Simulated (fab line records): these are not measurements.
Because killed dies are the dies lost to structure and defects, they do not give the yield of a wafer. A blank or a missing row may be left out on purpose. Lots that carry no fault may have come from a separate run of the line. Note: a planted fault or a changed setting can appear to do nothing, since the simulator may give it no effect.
Which tool was responsible?    flow n5-finfet    Sampling: 12 lots, 36 wafers, 3 of 1938 route steps

== WHAT EACH GAUGE READ, for each wafer ==
N5_BEOL_M2_THK_MEAS_01.
lot   measured      on             M2_ILD_THK (nm)
L074  day 6 19:26   film-metro-02  78.6 79.4 79.9
L077  day 7 08:21   film-metro-01  77.9 77.9 80.1
L079  day 8 00:24   film-metro-01  78.3 79.7 81.1
L081  day 9 06:09   film-metro-02  77.6 77.8 79.3
L084  day 9 10:55   film-metro-01  78.4 80.2 80.0
L083  day 9 17:25   film-metro-01  78.5 79.1 78.9
L087  day 9 19:05   film-metro-02  77.5 77.5 79.4
L089  day 10 08:08  film-metro-01  78.2 78.9 77.5
L091  day 10 11:07  film-metro-01  78.3 80.6 79.9
L093  day 11 08:27  film-metro-02  77.9 77.2 78.6
L095  day 12 13:25  film-metro-02  78.9 80.7 80.5
L097  day 13 03:09  film-metro-01  77.9 78.3 77.9

== WHICH TOOL RAN EACH LOT (tool, then ch and the chambers of the sampled wafers, then the start) ==
lot   N5_BEOL_M1_SPUTTER_94         N5_BEOL_M1_ANNEAL_95
L074  pvd-sputter-03, day 6 17:57   pvd-sputter-03, day 6 18:02
L077  pvd-sputter-02, day 7 06:57   pvd-sputter-02, day 7 07:02
L079  pvd-sputter-03, day 7 23:00   pvd-sputter-03, day 7 23:05
L081  pvd-sputter-02, day 9 04:19   pvd-sputter-02, day 9 04:23
L084  pvd-sputter-03, day 9 09:29   pvd-sputter-03, day 9 09:34
L083  pvd-sputter-02, day 9 15:56   pvd-sputter-02, day 9 16:01
L087  pvd-sputter-01, day 9 17:39   pvd-sputter-01, day 9 17:44
L089  pvd-sputter-01, day 10 05:23  pvd-sputter-01, day 10 05:28
L091  pvd-sputter-01, day 10 09:43  pvd-sputter-01, day 10 09:48
L093  pvd-sputter-02, day 11 07:02  pvd-sputter-02, day 11 07:07
L095  pvd-sputter-02, day 12 12:02  pvd-sputter-02, day 12 12:07
L097  pvd-sputter-03, day 13 01:44  pvd-sputter-03, day 13 01:49
- N5_BEOL_M1_SPUTTER_94: material Cu, target thk 4.5 nm, time 8.29 s.
- N5_BEOL_M1_ANNEAL_95: time 240 s.

== THE ANSWER, worked out from the rows above alone ==
Rule: usual is defined by the lots themselves. Put in order of their means at a reading, lots are off if they are a third of the lots or fewer, leave a main group of 4 or more, and stand apart from it by a gap of 3 or more times the standard deviation of the main group's means; of several such gaps the widest counts. If all means in a main group match to the digits the tables above print for the reading, that group is not used. A lot without any number at a reading at which 4 lots or more have one is off too. Any other lot the step has rows for is counted as sound.
None of the lots is off at any reading shown; this tells nothing.

== WHAT THE SIMULATOR HAD INSERTED ==
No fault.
